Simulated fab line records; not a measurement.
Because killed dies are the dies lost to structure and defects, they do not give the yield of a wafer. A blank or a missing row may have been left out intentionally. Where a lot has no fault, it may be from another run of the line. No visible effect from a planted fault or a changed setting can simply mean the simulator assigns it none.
Which of the tools did it? ; flow n5Finfet ; Sampling: 10 lots, 30 wafers, 3 of 1938 route steps

== WHAT THE GAUGES READ, wafer by wafer ==
N5_BEOL_M4_THK_MEAS_01.
lot;measured;on;M4_ILD_THK (nm)
L195;day 10 18:41;filmMetro-01;76.9 77.2 79.0
L196;day 10 22:53;filmMetro-02;81.5 83.0 81.8
L199;day 11 11:24;filmMetro-02;78.7 79.7 79.3
L200;day 11 18:32;filmMetro-02;81.2 82.7 81.6
L206;day 12 00:12;filmMetro-01;79.1 79.3 80.6
L204;day 13 09:43;filmMetro-02;77.7 78.7 79.4
L205;day 13 12:37;filmMetro-01;79.1 79.3 78.9
L207;day 14 05:34;filmMetro-01;77.8 78.9 79.6
L193;day 14 07:08;filmMetro-02;78.5 78.1 79.3
L208;day 15 08:33;filmMetro-01;76.7 77.5 78.6

== WHAT TOOL EACH LOT RAN ON (gives the tool, then ch and the chambers of the sampled wafers, and finally the start) ==
lot;N5_BEOL_M3_ANNEAL_93;N5_BEOL_M4_ILD_DEP_00
L195;pvdSputter-01, day 10 16:46;pecvd-01 ch 0,1, day 10 18:37
L196;pvdSputter-03, day 10 21:15;pecvd-01 ch 1,2, day 10 22:49
L199;pvdSputter-02, day 11 08:23;pecvd-02 ch 0,1, day 11 11:20
L200;pvdSputter-02, day 11 16:58;pecvd-01 ch 0,2, day 11 18:26
L206;pvdSputter-01, day 11 22:31;pecvd-02 ch 0,1,2, day 12 00:08
L204;pvdSputter-03, day 13 08:07;pecvd-04 ch 0,1,2, day 13 09:39
L205;pvdSputter-03, day 13 11:01;pecvd-02 ch 0,1,2, day 13 12:32
L207;pvdSputter-02, day 14 03:59;pecvd-04 ch 1,2, day 14 05:30
L193;pvdSputter-03, day 14 05:29;pecvd-02 ch 0,2, day 14 07:04
L208;pvdSputter-01, day 15 06:55;pecvd-01 ch 0,1, day 15 08:29
- N5_BEOL_M3_ANNEAL_93: time 240 s.
- N5_BEOL_M4_ILD_DEP_00: deposits SiOC from DEMS/O2, target thk 79 nm, time 15.3 s.

== THE ANSWER, worked out from the rows above alone ==
Rule: what is usual is taken from the lots themselves. Put in order of their means at a reading, lots are off if they are a third of the lots or fewer, leave a main group of 4 or more, and stand apart from it by a gap of 3 or more times the standard deviation of the main group's means; of several such gaps the widest counts. The tables above print the reading to a certain number of digits; a main group whose means all agree to those digits is not used. A lot without any number at a reading at which 4 lots or more have one is off too. Any other lot the step has rows for is counted as sound.
Off: L196, L200, at N5_BEOL_M4_THK_MEAS_01 (M4_ILD_THK). The main group has a mean of 78.7 nm with a standard deviation of 0.67.
If a tool, at a process step before that reading, ran all the lots that are off and no sound lot after the first of them, it fits. The gauges at N5_BEOL_M4_THK_MEAS_01 are tried like those tools. Of those tried, none fits.

== WHAT THE SIMULATOR HAD INSERTED ==
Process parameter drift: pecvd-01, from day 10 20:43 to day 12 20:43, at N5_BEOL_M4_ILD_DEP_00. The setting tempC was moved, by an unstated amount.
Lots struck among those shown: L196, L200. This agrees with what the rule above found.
